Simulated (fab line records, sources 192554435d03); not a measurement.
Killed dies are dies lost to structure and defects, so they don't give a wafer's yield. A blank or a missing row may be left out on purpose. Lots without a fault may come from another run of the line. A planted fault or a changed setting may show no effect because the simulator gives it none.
One fault seen from 3 desks | flow n5_finfet | each desk has only its own numbers; what lay behind them comes last

THE DEFECT DESK
What the inspections along the route counted, lot by lot: means of the sampled wafers that have a number. A lot is out of limits, marked OUT, if its mean lies more than 4 standard deviations from the usual mean; the brackets give that distance.
Columns: A = raw_defect_count at N5_PASSIVATION_INSPECT_64, usual 2.0
lot  | first seen here | A
L684 | day 12 22:59    | 3.0
L688 | day 13 13:48    | 2.0
L689 | day 14 03:20    | 1.0
L697 | day 15 11:46    | 1.3
L696 | day 15 12:58    | 1.3
L698 | day 16 17:29    | 2.7
L701 | day 16 17:46    | 4.0
L702 | day 16 22:38    | 2.3
L706 | day 17 13:34    | 3.0
This desk's finding: nothing out of limits on any of the 9 lots.

THE METROLOGY DESK
What the gauges read, lot by lot, whatever tool the lot ran on: means of the sampled wafers that have a number. A lot is out of limits, marked OUT, if its mean lies more than 4 standard deviations from the usual mean; the brackets give that distance. Of its 11 readings 7 are shown: those that lie furthest out on some lot.
Columns: A = DIBL_N at N5_BEOL_M4_RC_MEAS_101, usual 36.2 mV/V; B = IOFF_N at N5_BEOL_M4_RC_MEAS_101, usual 0.16 nA/um; C = IOFF_P at N5_BEOL_M4_RC_MEAS_101, usual 0.22 nA/um; D = ION_N at N5_BEOL_M4_RC_MEAS_101, usual 675 uA/um; E = ION_P at N5_BEOL_M4_RC_MEAS_101, usual 465 uA/um; F = VT_N at N5_BEOL_M4_RC_MEAS_101, usual 250 mV; G = VT_P at N5_BEOL_M4_RC_MEAS_101, usual -249 mV
lot  | first seen here | A    | B    | C    | D   | E   | F   | G
L684 | day 8 07:03     | 38.0 | 0.19 | 0.23 | 689 | 468 | 248 | -250
L688 | day 9 07:08     | 33.5 | 0.11 | 0.17 | 650 | 455 | 256 | -251
L689 | day 9 17:11     | 37.9 | 0.17 | 0.24 | 674 | 462 | 249 | -249
L697 | day 11 15:52    | 36.2 | 0.15 | 0.22 | 673 | 467 | 251 | -248
L696 | day 11 16:47    | 36.4 | 0.19 | 0.28 | 698 | 481 | 247 | -244
L698 | day 11 22:15    | 38.3 | 0.19 | 0.25 | 687 | 470 | 245 | -246
L702 | day 12 08:16    | 36.8 | 0.16 | 0.20 | 678 | 464 | 250 | -252
L701 | day 12 08:17    | 38.1 | 0.19 | 0.23 | 685 | 467 | 247 | -248
L706 | day 13 10:43    | 37.4 | 0.17 | 0.22 | 676 | 460 | 250 | -249
This desk's finding: nothing out of limits on any of the 9 lots.

THE TOOL OWNER'S DESK: rie_diel-01
The tool's own readings at N5_BEOL_M10_ETCH_66 (etches SOC in N2/H2, target depth 120 nm, overetch 24 nm, time 180 s): means of the sampled wafers that have a number, for each lot that ran on this tool. A lot is out of limits, marked OUT, if its mean lies more than 4 standard deviations from the usual mean; the brackets give that distance.
Columns: A = chamber_pressure_mTorr at N5_BEOL_M10_ETCH_66, usual 30.002 mTorr; B = drypump_motor_current_A at N5_BEOL_M10_ETCH_66, usual 5.7 A; C = oes_product_au at N5_BEOL_M10_ETCH_66, usual 0.65 a.u.; D = rf_fwd_power_W at N5_BEOL_M10_ETCH_66, usual 836.9 W; E = rf_vpp_V at N5_BEOL_M10_ETCH_66, usual 523.8 V; F = showerhead_plenum_p_Torr at N5_BEOL_M10_ETCH_66, usual 2.53 Torr; G = throttle_valve_pct at N5_BEOL_M10_ETCH_66, usual 17.64 %
lot  | first seen here | A      | B   | C    | D     | E     | F    | G
L684 | day 10 18:37    | 29.995 | 5.7 | 0.61 | 837.1 | 522.8 | 2.48 | 17.50
L688 | day 11 10:36    | 29.997 | 5.8 | 0.65 | 835.8 | 521.0 | 2.49 | 17.53
L689 | day 11 17:39    | 29.985 | 5.4 | 0.58 | 834.4 | 526.5 | 2.59 | 17.63
L697 | day 13 20:53    | 30.009 | 5.6 | 0.62 | 835.8 | 523.8 | 2.55 | 17.58
L696 | day 13 21:24    | 30.006 | 5.8 | 0.68 | 835.5 | 525.2 | 2.60 | 17.33
L698 | day 14 04:26    | 30.005 | 5.8 | 0.65 | 836.8 | 523.3 | 2.53 | 17.41
This desk's finding: nothing out of limits on any of the 6 lots.

PUT TOGETHER
The defect desk saw nothing out of limits.
The metrology desk saw nothing out of limits.
The tool owner's desk saw nothing out of limits.

WHAT THE SIMULATOR HAD PUT IN
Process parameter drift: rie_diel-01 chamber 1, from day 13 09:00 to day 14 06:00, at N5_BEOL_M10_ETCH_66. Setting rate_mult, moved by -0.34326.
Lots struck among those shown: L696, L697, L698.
